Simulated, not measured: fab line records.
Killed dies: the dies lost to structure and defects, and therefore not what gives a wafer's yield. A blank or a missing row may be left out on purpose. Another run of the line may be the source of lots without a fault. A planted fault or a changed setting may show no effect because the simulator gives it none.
fab line records | flow nandHarc
[record] lots = 13 wafers = 39 lastDay = 33
route steps=1302 shown P_STI@109 P_GATE@131
lots untouched by any fault: they come from a run of this same line in which no faults occurred
startH: the number of hours between the record's first day and the start of the first shown wafer of the lot | waitH: hours since the lot's step before | " same as the row above | L1.1+2: a single row standing in for several wafers | - either no value or no given start | * or withheld: withheld | < > ~ a bound
route shown NAME@n: NAME is a module with steps in the file, n the number in the route of the first one | usual: average and standard deviation across the fault-free wafers | same: alike in all rows | chamber/n: place in a boat | sites: per-site readings | _std_site: their standard deviation | _edge_site: the outer-site mean with the inner-site mean subtracted | radiusMm: for every site, how far away it sits from the centre of the wafer | mask NAME#n: copy n | behind: the last tool/chamber to shape the wafer | hold: what put the lot on hold/how long, in hours/how the hold closed | device: whichever transistor did not switch (one of n, p or np) | end of line: the same wafers' tests at the end of the route | where a step has no rows: the recipe by itself | killed: dies that structure and defects cost at the first sort, which is not the same as the wafer's yield | map: a wafer's dies, x killed, . not, _ none there
set.NAME: setting as actually run; set.NAME@STEP: the setting as run at that earlier step | model.NAME: the simulator's own value behind a step, which no gauge read
steps of the route over a sample of lots; a table a step, a row a wafer
services: when a tool's chamber went out of use (startH, in hours from the record's first day, below 0 if earlier), for how many hours, and the reason
[[steps]]
[step NHARC_P_STI_INSPECT_25]
[usual] rawDefectCount = 213/74
// columns lot.wafer tool chamber startH waitH rawDefectCount
L933.2 defectInspect-02 - 77.51 0.4 186
L933.3 " - " " 135
L933.6 " - " " 119
L935.3 defectInspect-01 - 91.34 0.4 306
L935.5 " - " " 196
L935.6 " - " " 215
L936.1 defectInspect-02 - 108.28 0.4 349
L936.3 " - " " 215
L936.5 " - " " 139
L940.1 defectInspect-01 - 139.44 0.4 148
L940.2 " - " " 216
L940.6 " - " " 242
L945.2 defectInspect-01 - 196.22 0.4 288
L945.3 " - " " 110
L945.4 " - " " 225
L946.1 defectInspect-02 - 216.62 0.4 265
L946.5 " - " " 220
L946.6 " - " " 401
L948.3 defectInspect-02 - 233.87 0.4 246
L948.5 " - " " 296
L948.6 " - " " 154
L949.1 defectInspect-01 - 240.56 0.4 298
L949.2 " - " " 348
L949.6 " - " " 283
L950.2 defectInspect-01 - 246.56 0.4 155
L950.4 " - " " 230
L950.5 " - " " 155
L951.2 defectInspect-01 - 262.83 0.4 151
L951.5 " - " " 163
L951.6 " - " " 160
L954.1 defectInspect-01 - 286.60 0.4 234
L954.2 " - " " 269
L954.3 " - " " 253
L955.1 defectInspect-01 - 290.12 0.4 144
L955.2 " - " " 157
L955.6 " - " " 143
L956.1 defectInspect-01 - 300.81 0.4 143
L956.2 " - " " 129
L956.3 " - " " 208
[step NHARC_P_GATE_HM_DEP_102]
[recipe] targetThkA = 1200 tempC = 400 material = aC
[usual] susceptorTempC = 400.04/0.23 throttleValvePct = 35.000/0.0088
// columns lot.wafer tool chamber startH waitH susceptorTempC throttleValvePct
L933.2 aclDep-02 0 100.65 1.8 399.78 35.017
L933.3 " 0 " " 399.85 35.005
L933.6 " 0 " " 399.90 35.000
L935.3 aclDep-02 0 115.45 0.7 400.06 34.998
L935.5 " 0 " " 400.42 35.003
L935.6 " 0 " " 400.43 34.996
L936.1 aclDep-02 0 129.83 0.4 399.83 35.011
L936.3 " 0 " " 399.82 35.006
L936.5 " 0 " " 399.95 35.005
L940.1 aclDep-03 0 161.44 1.0 400.15 35.006
L940.2 " 0 " " 400.05 34.998
L940.6 " 0 " " 400.01 35.010
L945.2 aclDep-01 0 218.78 1.4 399.80 35.003
L945.3 " 0 " " 399.88 34.988
L945.4 " 0 " " 400.15 34.996
L946.1 aclDep-02 0 238.23 1.0 399.76 35.016
L946.5 " 0 " " 399.83 35.000
L946.6 " 0 " " 400.26 34.981
L948.3 aclDep-02 0 258.33 3.8 400.24 34.990
L948.5 " 0 " " 399.86 35.011
L948.6 " 0 " " 400.30 35.009
L949.1 aclDep-02 0 263.99 2.7 - 34.991
L949.2 " 0 " " - 34.996
L949.6 " 0 " " - 35.006
L950.2 aclDep-02 0 268.44 1.1 399.96 35.006
L950.4 " 0 " " 400.35 35.015
L950.5 " 0 " " 400.46 35.008
L951.2 aclDep-03 0 284.11 0.5 - 34.993
L951.5 " 0 " " - 35.002
L951.6 " 0 " " - 34.994
L954.1 aclDep-01 0 309.62 1.4 - 35.004
L954.2 " 0 " " - 35.007
L954.3 " 0 " " - 35.009
L955.1 aclDep-02 0 309.89 1.7 400.21 35.005
L955.2 " 0 " " 400.42 34.992
L955.6 " 0 " " 400.16 34.993
L956.1 aclDep-03 0 323.86 2.2 400.00 35.003
L956.2 " 0 " " 399.98 35.001
L956.3 " 0 " " 400.32 35.008
[step NHARC_P_GATE_DEVELOP_25]
[recipe] developTimeS = 35 devTempC = 23
[usual] developerTempC = 22.99/0.099
// columns lot.wafer tool chamber startH waitH developerTempC
L933.2 lithoTrack-04 0 101 - 22.98
L933.3 " 0 " " 22.91
L933.6 " 0 " " 23.12
L935.3 lithoTrack-06 0 116 - 22.99
L935.5 " 0 " " 22.94
L935.6 " 0 " " 23.19
L936.1 lithoTrack-01 0 131 - 22.98
L936.3 " 0 " " 23.15
L936.5 " 0 " " 23.01
L940.1 lithoTrack-01 0 162 - 22.98
L940.2 " 0 " " 22.85
L940.6 " 0 " " 23.04
L945.2 lithoTrack-04 0 220 - 22.13
L945.3 " 0 " " 22.00
L945.4 " 0 " " 22.14
L946.1 lithoTrack-04 0 239 - 22.06
L946.5 " 0 " " 22.08
L946.6 " 0 " " 22.07
L948.3 lithoTrack-01 0 259 - 22.82
L948.5 " 0 " " 22.86
L948.6 " 0 " " 22.80
L949.1 lithoTrack-01 0 265 - 22.95
L949.2 " 0 " " 22.99
L949.6 " 0 " " 22.96
L950.2 lithoTrack-06 0 269 - 22.96
L950.4 " 0 " " 23.12
L950.5 " 0 " " 22.95
L951.2 lithoTrack-01 0 285 - 22.77
L951.5 " 0 " " 23.01
L951.6 " 0 " " 22.91
L954.1 lithoTrack-06 0 310 - 23.10
L954.2 " 0 " " 23.09
L954.3 " 0 " " 23.11
L955.1 lithoTrack-06 0 311 - 22.89
L955.2 " 0 " " 22.95
L955.6 " 0 " " 23.14
L956.1 lithoTrack-04 0 325 - 22.93
L956.2 " 0 " " 22.93
L956.3 " 0 " " 22.75
[step NHARC_P_GATE_ETCH_104]
[recipe] targetDepthA = 600 timeS = withheld cf4FlowSccm = 100 chf3FlowSccm = 30 arFlowSccm = 0 rfW = 500 biasW = 200 chemistry = CF4/CHF3
[usual] drypumpMotorCurrentA = 5.8/0.43 oesProductAu = 0.946/0.023 rfFwdPowerW = 491.5/2.4 rfVppV = 371.0/1.6 showerheadPlenumPTorr = 1.59/0.043 throttleValvePct = 16.802/0.0094
// columns lot.wafer tool chamber startH waitH drypumpMotorCurrentA oesProductAu rfFwdPowerW rfVppV showerheadPlenumPTorr throttleValvePct
L933.3 rieDiel-09 0 102.16 0.1 6.0 0.931 490.9 373.1 1.66 16.805
L933.2 " 2 " " 6.2 0.920 491.5 372.1 1.61 16.808
L933.6 " 0 " " 5.9 0.922 490.6 373.4 1.66 16.802
L935.3 rieDiel-10 3 116.86 0.1 5.2 0.979 493.3 371.5 1.59 16.811
L935.6 " 2 " " 5.8 0.967 489.3 370.0 1.56 16.815
L935.5 " 3 " " 5.3 0.984 492.8 369.8 1.59 16.808
L936.3 rieDiel-09 2 131.44 0.1 6.2 0.937 492.2 371.7 1.61 16.810
L936.1 " 3 " " 5.5 0.940 494.2 370.8 1.59 16.813
L936.5 " 0 " " 6.0 0.942 488.8 374.5 1.66 16.809
L940.2 rieDiel-10 0 163.07 0.1 6.2 0.922 489.5 371.3 1.63 16.799
L940.1 " 1 " " 5.6 0.930 487.9 370.4 1.57 16.815
L940.6 " 3 " " 5.3 0.974 493.8 371.5 1.59 16.801
L945.2 rieDiel-09 0 220.36 0.1 5.9 0.919 495.6 374.1 1.66 16.791
L945.3 " 2 " " 6.2 0.909 488.3 371.4 1.61 16.794
L945.4 " 3 " " 5.5 0.926 496.7 371.8 1.59 16.800
L946.1 rieDiel-13 2 239.73 0.1 6.5 0.967 492.4 371.5 1.61 16.797
L946.6 " 0 " " 5.0 0.965 492.6 370.1 1.58 16.797
L946.5 " 1 " " 5.1 0.966 495.8 370.2 1.56 16.790
L948.3 rieDiel-09 3 259.74 0.1 5.5 0.969 494.4 372.3 1.59 16.799
L948.6 " 2 " " 6.2 0.962 490.8 371.5 1.61 16.799
L948.5 " 3 " " 5.5 0.973 491.9 372.8 1.59 16.803
L949.1 rieDiel-10 0 265.48 0.1 6.2 0.956 489.2 372.9 1.63 16.807
L949.2 " 1 " " 5.6 0.928 491.0 371.8 1.57 16.806
L949.6 " 3 " " 5.3 0.960 490.8 370.0 1.59 16.786
L950.2 rieDiel-09 2 269.95 0.1 6.2 0.925 492.6 371.8 1.61 16.797
L950.4 " 3 " " 5.5 0.919 492.6 370.3 1.59 16.803
L950.5 " 3 " " 5.5 0.918 495.0 370.9 1.59 16.790
L951.2 rieDiel-09 0 285.62 0.1 5.9 0.919 490.1 372.7 1.66 16.792
L951.6 " 1 " " 6.1 0.918 491.8 366.9 1.49 16.787
L951.5 " 2 " " 6.2 0.924 491.0 372.6 1.61 16.808
L954.1 rieDiel-10 1 311.27 0.1 5.6 0.957 490.5 369.5 1.57 16.789
L954.3 " 2 " " 5.8 0.972 486.5 369.6 1.56 16.794
L954.2 " 0 " " 6.2 0.956 486.2 373.4 1.63 16.810
L955.2 rieDiel-13 2 311.51 0.1 6.4 0.962 491.3 371.7 1.60 16.792
L955.1 " 3 " " 5.6 0.982 489.5 371.7 1.59 16.815
L955.6 " 1 " " 5.1 0.965 494.1 370.4 1.56 16.798
L956.2 rieDiel-10 1 325.47 0.1 5.6 0.927 491.9 369.9 1.57 16.809
L956.3 " 2 " " 5.8 0.930 490.1 370.4 1.56 16.805
L956.1 " 0 " " 6.2 0.911 487.0 371.1 1.63 16.813
[[services]]
// columns tool chamber startH hours kind
rieDiel-13 3 103.93 4.5 repair
rieDiel-10 2 106.00 4.0 repair
aclDep-03 - 117.91 13.0 pm
rieDiel-09 3 132.68 1.2 repair
rieDiel-13 - 133.65 0.4 repair
rieDiel-10 3 137.84 14.4 repair
rieDiel-13 1 142.36 4.2 repair
rieDiel-09 - 143.44 9.0 pm
lithoTrack-01 - 155.00 7.0 pm
rieDiel-13 - 165.32 9.0 pm
lithoTrack-06 - 179.00 7.0 pm
rieDiel-10 - 183.04 1.2 repair
aclDep-01 - 185.00 13.0 pm
lithoTrack-04 - 203.00 7.0 pm
rieDiel-10 0 203.53 2.6 repair
rieDiel-09 1 227.65 4.3 repair
rieDiel-10 - 242.50 9.0 pm
rieDiel-13 3 243.16 34.5 repair
aclDep-02 - 245.11 13.0 pm
rieDiel-10 3 268.21 15.9 repair
aclDep-03 - 300.24 13.0 pm
rieDiel-10 3 302.90 9.9 repair
rieDiel-09 - 307.35 0.5 repair
rieDiel-09 - 320.44 9.0 pm
[[key]]
[firstSign] step = NHARC_P_GATE_DEVELOP_25 reading = developerTempC direction = down sigmas = 9.2 usual = * struck = *
effect none on later readings
metAt NHARC_P_GATE_DEVELOP_25
struckLots L945,L946
testerLeftOut L945,L946
notActingAt NHARC_P_STI_INSPECT_25,NHARC_P_GATE_HM_DEP_102,NHARC_P_GATE_ETCH_104
onsetBetween 101 220
[fault] kind = processParameterDrift tool = lithoTrack-04 chamber = - onsetH = 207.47 steps = NHARC_P_GATE_DEVELOP_25 channel = devTempC offset = * shape = step endH = 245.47 actsIn = * stated = *
// testerLeftOut: of these lots the tester's yield and bins aren't shown, on N5 and GAA mostly nor the transistor test; their killed dies are dies lost to structure and defects alone, not to doping, threshold or leakage, so they don't give the yield
